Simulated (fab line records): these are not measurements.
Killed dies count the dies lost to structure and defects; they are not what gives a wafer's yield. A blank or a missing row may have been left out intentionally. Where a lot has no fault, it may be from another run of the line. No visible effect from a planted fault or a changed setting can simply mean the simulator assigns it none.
Code-filled problem report in 8D (eight disciplines) form | flow n5_finfet | the parts of the form that need people (team, actions taken, sign-off) are left out

1. WHAT IS WRONG
head_pressure_psi at N5_SDB_CMP_30 reads a mean of 3.021 psi on 6 wafers of 2 lots; wafers without a fault read 4.149 psi with a standard deviation of 0.0099. So: -99 or more standard deviations from the usual mean.
The step: polishes, stops on poly-Si, t overpolish 1.54 s, target thk 30 nm.
The first sign was on wafer L652.3 at day 7 11:00, on cmp-02. Wafers with a number at this step in the record: 27, from 9 lots. The rule behind "out" and "out of limits": a value lying over 4 standard deviations away from the usual mean. All remaining wafers that have a number are taken as sound.

2. WHAT IT IS; WHAT IT IS NOT
question                    | is                     | is not
which readings at this step | head_pressure_psi      | overpolish_run_s, retaining_ring_pressure_frac, slurry_flow_ml_min
which lots                  | L652, L653             | L640, L641, L642, L649, L651, L658, L661
which wafers of those lots  | all that have a number | -
read on which tools         | cmp-02                 | cmp-01, cmp-03
when                        | from day 7 11:00       | up to then (15 sound wafers); but 6 sound wafers of L658, L661 came after

3. THE SUSPECTS, EACH WITH WHAT RULES IT OUT
Counting: a tool at a process step up to the reading stays a suspect if it ran every lot that is out and no sound lot after the first of them.
- cmp-02 at N5_SDB_CMP_30 (polishes, stops on poly-Si, t overpolish 1.54 s, target thk 30 nm): kept. It ran every lot that is out, first L652 (day 7 11:00), and no sound lot after that; its last sound lot up to then is L649 (day 6 15:25). Out on those wafers are its own readings of head_pressure_psi.
After counting, what remains is cmp-02 at N5_SDB_CMP_30.

4. THE CAUSE (what the simulator had put in)
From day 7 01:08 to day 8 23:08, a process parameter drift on cmp-02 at N5_SDB_CMP_30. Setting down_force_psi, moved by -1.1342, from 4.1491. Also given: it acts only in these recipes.
Counting left only this tool.

5. SEQUENCE OF EFFECTS, ordered by route
Each row: a reading whose mean over the struck wafers that have a number lies more than 3 standard deviations from the usual. Scope: only readings with a usual standard deviation given in the record; hours: median across lots of the time from each lot's start at the first step in this table that gives one to its start at this step; sigmas: change in usual standard deviations.
hours | step          | reading           | usual     | on struck wafers | change | sigmas
0     | N5_SDB_CMP_30 | head_pressure_psi | 4.149 psi | 3.021            | -1.128 | -99 or more
Its process steps:
- N5_SDB_CMP_30: polishes, stops on poly-Si, t overpolish 1.54 s, target thk 30 nm.
At these later measuring or inspecting steps, every struck wafer for which the step has a row has a number for every such reading, and none has moved that far: N5_SDB_THK_MEAS_31, N5_BEOL_M4_RC_MEAS_101.

6. HOW IT WOULD HAVE BEEN CAUGHT EARLIER
First out-of-limits reading in this record: day 7 11:00, which is 10 hours after fault onset at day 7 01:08.
